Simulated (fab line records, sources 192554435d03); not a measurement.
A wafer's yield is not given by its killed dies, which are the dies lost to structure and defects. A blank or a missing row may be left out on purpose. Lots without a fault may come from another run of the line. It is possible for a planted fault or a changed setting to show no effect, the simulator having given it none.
Which tool is to blame? ; flow n5_finfet ; 33 wafers from 11 lots sampled at 5 of the route's 1938 steps

## WHAT THE GAUGES SHOWED, per wafer
N5_PASSIVATION_CD_MEAS_10 targets a cd of 3000 nm. Usual: cd_nm at 2999.7 nm, with a standard deviation of 2.2.
lot;measured;on;cd_nm (nm);flag
L760;day 12 19:11;cd_sem-01;2998.6 3002.8 2999.3;
L759;day 13 06:46;cd_sem-01;3001.4 2999.3 2999.5;
L762;day 13 17:49;cd_sem-02;2998.9 3001.0 3002.1;
L765;day 14 09:02;cd_sem-03;2999.4 2998.9 2995.3;
L766;day 14 12:41;cd_sem-03;2996.3 3000.1 2998.3;
L761;day 14 18:53;cd_sem-03;3003.1 3001.8 3003.1;
L764;day 14 22:53;cd_sem-03;2995.2 3000.9 3000.3;
L767;day 15 03:30;cd_sem-03;2999.8 3003.2 3000.8;
L768;day 15 04:01;cd_sem-03;2995.5 3002.5 3003.1;
L773;day 17 00:05;cd_sem-02;3002.8 3002.3 3001.3;
L781;day 17 23:35;cd_sem-01;3000.7 3003.1 2999.0;

N5_PASSIVATION_OVL_MEAS_60. Usual: TV_OVL typically reads 3 nm, with standard deviation 7.
lot;measured;on;TV_OVL (nm);flag
L760;day 12 19:13;overlay-01;7 14 21;
L759;day 13 06:47;overlay-01;6 -2 4;
L762;day 13 17:50;overlay-01;8 -5 6;
L765;day 14 09:04;overlay-01;3 5 2;
L766;day 14 12:43;overlay-01;4 -5 -4;
L761;day 14 18:55;overlay-02;-4 5 -4;
L764;day 14 22:55;overlay-01;0 0 5;
L767;day 15 03:32;overlay-02;5 -2 -2;
L768;day 15 04:03;overlay-02;3 10 5;
L773;day 17 00:07;overlay-02;2 -1 16;
L781;day 17 23:37;overlay-02;13 -9 12;

N5_PASSIVATION_INSPECT_61: inspects for defects (macro). Usual: raw_defect_count at 2.0, with a standard deviation of 1.3.
lot;measured;on;raw_defect_count;flag
L760;day 12 19:14;defect_inspect-02;3 6 1;
L759;day 13 06:49;defect_inspect-02;3 2 2;
L762;day 13 17:52;defect_inspect-02;1 1 2;
L765;day 14 09:05;defect_inspect-02;3 4 2;
L766;day 14 12:44;defect_inspect-02;2 1 3;
L761;day 14 18:56;defect_inspect-02;1 0 2;
L764;day 14 22:56;defect_inspect-02;3 1 3;
L767;day 15 03:33;defect_inspect-01;0 3 1;
L768;day 15 04:04;defect_inspect-02;1 0 2;
L773;day 17 00:08;defect_inspect-02;2 >300 1;
L781;day 17 23:38;defect_inspect-02;3 0 1;

## EACH LOT AND THE TOOL THAT RAN IT (in order: tool; ch and the chambers of the sampled wafers; start)
lot;N5_MIM_TOP_ETCH_PECVD_03;N5_MIM_BOT_ETCH_STRIP_01
L760;pecvd-04 ch 1,2, day 12 17:24;rie_diel-04 ch 2,3, day 12 18:16
L759;pecvd-02 ch 0,1, day 13 04:13;rie_diel-05 ch 0,2,3, day 13 05:44
L762;pecvd-04 ch 0,2, day 13 14:26;rie_diel-03 ch 0,1,2, day 13 15:16
L765;pecvd-04 ch 0,1, day 14 04:43;rie_diel-04 ch 1,2, day 14 05:32
L766;pecvd-02 ch 0,1,2, day 14 10:39;rie_diel-03 ch 0,1,2, day 14 11:29
L761;pecvd-03 ch 0,1,2, day 14 16:59;rie_diel-05 ch 2,3, day 14 17:59
L764;pecvd-02 ch 0,1, day 14 17:53;rie_diel-05 ch 0,1,2, day 14 18:44
L767;pecvd-04 ch 0,2, day 15 00:40;rie_diel-03 ch 1,2,3, day 15 02:02
L768;pecvd-03 ch 0,1,2, day 15 01:08;rie_diel-05 ch 0,2,3, day 15 02:18
L773;pecvd-03 ch 0,1,2, day 16 21:11;rie_diel-03 ch 0,1,2, day 16 22:22
L781;pecvd-02 ch 0,1, day 17 20:11;rie_diel-04 ch 0,1,3, day 17 21:02
- N5_MIM_TOP_ETCH_PECVD_03: deposits SiNx from SiH4/NH3/N2, target thk 20 nm, time 17.6 s.
- N5_MIM_BOT_ETCH_STRIP_01: strips in O2.

## AS READ BY THE TOOLS THEMSELVES (means over the sampled wafers that have a number; for cases with no such wafer, the mark the record gives instead)
N5_MIM_TOP_ETCH_PECVD_03. Usual: heater_power_outer_w 456 W, standard deviation 43; heater_power_w 754 W, standard deviation 67; showerhead_plenum_p_Torr 5.14 Torr, standard deviation 0.058; throttle_valve_pct 40.2 %, standard deviation 2.4.
lot;tool;heater_power_outer_w (W);heater_power_w (W);showerhead_plenum_p_Torr (Torr);throttle_valve_pct (%);flag
L760;pecvd-04;450;751;5.12;39.4;
L759;pecvd-02;456;739;5.11;39.5;
L762;pecvd-04;492;773;5.18;40.0;
L765;pecvd-04;464;734;5.12;42.3;
L766;pecvd-02;444;749;5.13;39.4;
L761;pecvd-03;418;702;5.15;40.1;
L764;pecvd-02;473;772;5.18;39.9;
L767;pecvd-04;476;745;5.16;41.7;
L768;pecvd-03;473;802;5.15;40.2;
L773;pecvd-03;444;741;5.14;40.4;
L781;pecvd-02;444;743;5.19;40.0;

N5_MIM_BOT_ETCH_STRIP_01. Usual: drypump_motor_current_A 5.6 A, standard deviation 0.57; oes_product_au 0.79 a.u., standard deviation 0.07; rf_vpp_V 3.6 V, standard deviation 1.3; showerhead_plenum_p_Torr 2.07 Torr, standard deviation 0.087; throttle_valve_pct 16.72 %, standard deviation 0.19.
lot;tool;drypump_motor_current_A (A);oes_product_au (a.u.);rf_vpp_V (V);showerhead_plenum_p_Torr (Torr);throttle_valve_pct (%);flag
L760;rie_diel-04;5.8;0.92;3.9;2.12;16.41;
L759;rie_diel-05;5.3;0.75;3.4;2.05;16.81;
L762;rie_diel-03;5.5;0.87;3.3;2.08;16.65;
L765;rie_diel-04;5.9;0.87;3.9;2.11;16.39;
L766;rie_diel-03;5.5;0.87;3.9;2.08;16.69;
L761;rie_diel-05;5.1;0.75;3.9;2.06;16.97;
L764;rie_diel-05;5.7;0.74;2.9;2.03;16.82;
L767;rie_diel-03;5.5;0.81;4.3;2.03;16.72;
L768;rie_diel-05;5.3;0.75;4.1;2.04;16.86;
L773;rie_diel-03;5.5;0.81;2.9;2.07;16.73;
L781;rie_diel-04;6.2;0.78;4.2;2.19;16.68;

## THE ANSWER, worked out from the rows above alone
Rule: a lot is off if the mean of its wafers that have a number lies more than 3 standard deviations from the usual mean. A lot without any number at a reading at which 4 lots or more have one is off too. Where the step has rows for the other lots, those lots are counted as sound. Order of review: gauges by route order, followed by the tools' own readings, for which a lot's mean as printed above is used. The first step at which some lot is off is used, and at that step the reading that is off furthest; a lot without a number counts as furthest.
None of the lots is off at any reading shown; this tells nothing.

## WHAT HAD BEEN PUT IN BY THE SIMULATOR
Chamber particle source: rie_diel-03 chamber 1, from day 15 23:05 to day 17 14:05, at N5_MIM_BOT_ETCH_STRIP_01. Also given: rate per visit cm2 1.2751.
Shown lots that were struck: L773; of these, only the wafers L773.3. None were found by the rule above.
